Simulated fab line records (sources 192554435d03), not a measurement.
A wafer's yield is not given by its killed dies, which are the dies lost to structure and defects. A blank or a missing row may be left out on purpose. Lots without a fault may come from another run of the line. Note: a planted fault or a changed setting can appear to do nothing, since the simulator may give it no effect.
Matching of chambers ; flow n5 finfet ; N5_BEOL_M10_ETCH_62 on rie diel-01: 4 sister chambers
The step etches SOC in N2/H2, target depth 110 nm, overetch 22 nm, time 165 s. 4 wafers are shown with their chamber, then 7 later ones without.

== EACH WAFER AND ITS CHAMBER ==
wafer;chamber;drypump motor current A (A)
L079.1;0;4.9
L084.5;2;5.8
L086.2;1;6.4
L086.3;3;6.1

== WAFERS WITH NO CHAMBER GIVEN ==
wafer;drypump motor current A (A)
L086.6;5.8
L087.3;4.8
L087.4;5.8
L087.5;6.3
L091.1;5.8
L091.4;4.8
L091.5;5.8

== THE CHAMBER EACH PASSED THROUGH ==
wafer;from the rows above;in truth
L086.6;2;2
L087.3;0;0
L087.4;2;2
L087.5;can't be placed: 1 or 3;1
L091.1;2;2
L091.4;0;0
L091.5;2;2
Placed correctly: 6 of 7. Cannot be placed on the basis of these rows: 1; the candidates contain the true chamber in 1. Wrongly placed: 0.
How it was worked out, from the rows above alone: a wafer's distance from a chamber is the root of the sum, over the readings, of the square of ((its reading less the chamber's mean) divided by the reading's scatter). If the next closest chamber is less than 2 further off than the closest, the wafer can't be placed; otherwise it belongs to the closest. A chamber's mean is the mean of its shown wafers. The scatter: root of mean squared gap, hidden wafer to nearest shown wafer, with one shown wafer a chamber.
